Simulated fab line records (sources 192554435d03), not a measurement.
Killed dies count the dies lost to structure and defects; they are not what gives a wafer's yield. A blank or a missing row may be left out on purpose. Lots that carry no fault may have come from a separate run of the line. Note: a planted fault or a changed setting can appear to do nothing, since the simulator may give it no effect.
Chamber matching | flow n5_finfet | N5_BEOL_M4_DESCUM_16 on rie_diel-01: 4 sister chambers
The step chemistry O2, time 7 s. 16 wafers are shown with their chamber, then 8 later ones without.

== EACH WAFER AND ITS CHAMBER ==
wafer  | chamber | showerhead_plenum_p_Torr (Torr) | drypump_motor_current_A (A) | rf_vpp_V (V)
L074.1 | 1       | 1.97                            | 5.8                         | 241.7
L074.3 | 0       | 2.20                            | 6.3                         | 243.2
L074.6 | 3       | 2.15                            | 6.5                         | 243.5
L076.1 | 2       | 2.19                            | 5.2                         | 245.3
L076.2 | 0       | 2.19                            | 6.3                         | 245.0
L076.3 | 1       | 1.96                            | 5.7                         | 241.6
L076.4 | 1       | 1.97                            | 5.7                         | 240.2
L076.5 | 0       | 2.19                            | 6.3                         | 243.8
L076.6 | 2       | 2.19                            | 5.3                         | 246.0
L080.2 | 2       | 2.19                            | 5.2                         | 244.6
L080.4 | 0       | 2.19                            | 6.3                         | 244.6
L080.5 | 1       | 1.96                            | 5.7                         | 241.7
L082.1 | 3       | 2.15                            | 6.6                         | 243.4
L082.3 | 2       | 2.19                            | 5.2                         | 245.1
L082.5 | 0       | 2.19                            | 6.3                         | 243.7
L083.1 | 2       | 2.19                            | 5.2                         | 245.6

SIGNATURES, as means of the wafers listed above
reading                  | chamber 0 | chamber 1 | chamber 2 | chamber 3 | scatter within a chamber
showerhead_plenum_p_Torr | 2.1920    | 1.9650    | 2.1900    | 2.1500    | 0.00387
drypump_motor_current_A  | 6.300     | 5.725     | 5.220     | 6.550     | 0.0413
rf_vpp_V                 | 244.060   | 241.300   | 245.320   | 243.450   | 0.635
Rule: a wafer lies at a distance from a chamber equal to the root of the sum of squares, over the readings, of (its reading less the chamber's mean, divided by the reading's scatter). The wafer belongs to the nearest chamber; if the next one is less than 2 further off, it can't be placed. How the scatter is found: for the shown wafers, subtract from each reading the mean of its chamber, square and add these, divide the total by (wafers less chambers), then take the root.

== WAFERS WITHOUT THEIR CHAMBER ==
wafer  | showerhead_plenum_p_Torr (Torr) | drypump_motor_current_A (A) | rf_vpp_V (V)
L083.5 | 2.19                            | 6.3                         | 243.6
L083.6 | 2.19                            | 5.2                         | 245.9
L089.1 | 2.18                            | 6.3                         | 244.7
L089.5 | 2.18                            | 5.2                         | 244.6
L089.6 | 2.14                            | 6.6                         | 244.0
L090.1 | 2.14                            | 6.6                         | 244.1
L090.3 | 2.18                            | 5.2                         | 244.1
L090.5 | 2.18                            | 5.2                         | 243.8

== WHICH CHAMBER EACH WENT THROUGH ==
wafer  | from the rows above | in truth
L083.5 | 0                   | 0
L083.6 | 2                   | 2
L089.1 | 0                   | 0
L089.5 | 2                   | 2
L089.6 | 3                   | 3
L090.1 | 3                   | 3
L090.3 | 2                   | 2
L090.5 | 2                   | 2
Correct placement for 8 of the 8. Number that these rows cannot place: 0. Number placed wrongly: 0.
